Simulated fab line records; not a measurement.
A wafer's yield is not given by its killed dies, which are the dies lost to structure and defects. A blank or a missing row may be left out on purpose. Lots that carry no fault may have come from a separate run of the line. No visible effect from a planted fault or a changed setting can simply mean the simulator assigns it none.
Chamber matching    flow n5 finfet    uv cure-01 running N5_BEOL_M7_CURE_74: 3 sister chambers
The step cures SiCOH lowk, time 240 s. 14 wafers are shown with their chamber, then 7 later ones without.

## WAFERS PAIRED WITH THEIR CHAMBERS
wafer   chamber  wafer_temp_C_max  lamp power pct (%)
L076.2  0        385.6             52.32
L076.4  0        385.8             52.21
L076.5  0        385.9             52.31
L077.1  1        387.2             52.44
L077.3  1        386.6             52.43
L077.5  1        386.9             52.28
L079.2  1        386.5             52.29
L079.3  1        387.1             52.29
L079.6  1        386.8             52.40
L084.2  1        387.0             52.35
L084.5  1        387.2             52.29
L084.6  1        386.8             52.33
L086.2  2        387.7             52.27
L086.4  2        387.7             52.33

SIGNATURES (means of the wafers above)
reading           chamber 0  chamber 1  chamber 2  scatter within a chamber
wafer_temp_C_max  385.767    386.900    387.700    0.223
lamp power pct    52.2800    52.3444    52.3000    0.0618
Rule: a wafer lies at a distance from a chamber equal to the root of the sum of squares, over the readings, of (its reading less the chamber's mean, divided by the reading's scatter). The wafer belongs to the nearest chamber; if the next one is less than 2 further off, it can't be placed. The scatter is the square root of a quotient: the sum, over the shown wafers, of each reading's squared deviation from its chamber's mean, divided by wafers minus chambers.

## WAFERS WITH NO CHAMBER GIVEN
wafer   wafer_temp_C_max  lamp power pct (%)
L086.5  388.0             52.43
L096.2  388.8             52.26
L096.5  389.0             52.30
L096.6  388.8             52.32
L097.4  386.7             52.34
L097.5  387.1             52.33
L097.6  386.9             52.38

## WHICH CHAMBER EACH ONE RAN IN
wafer   from the rows above      in truth
L086.5  2                        2
L096.2  2                        2
L096.5  2                        2
L096.6  2                        2
L097.4  1                        1
L097.5  can't be placed: 1 or 2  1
L097.6  1                        1
Correct placement for 6 of the 7. From these rows, 1 cannot be placed; in 1 the true chamber is one of the candidates. Number placed wrongly: 0.
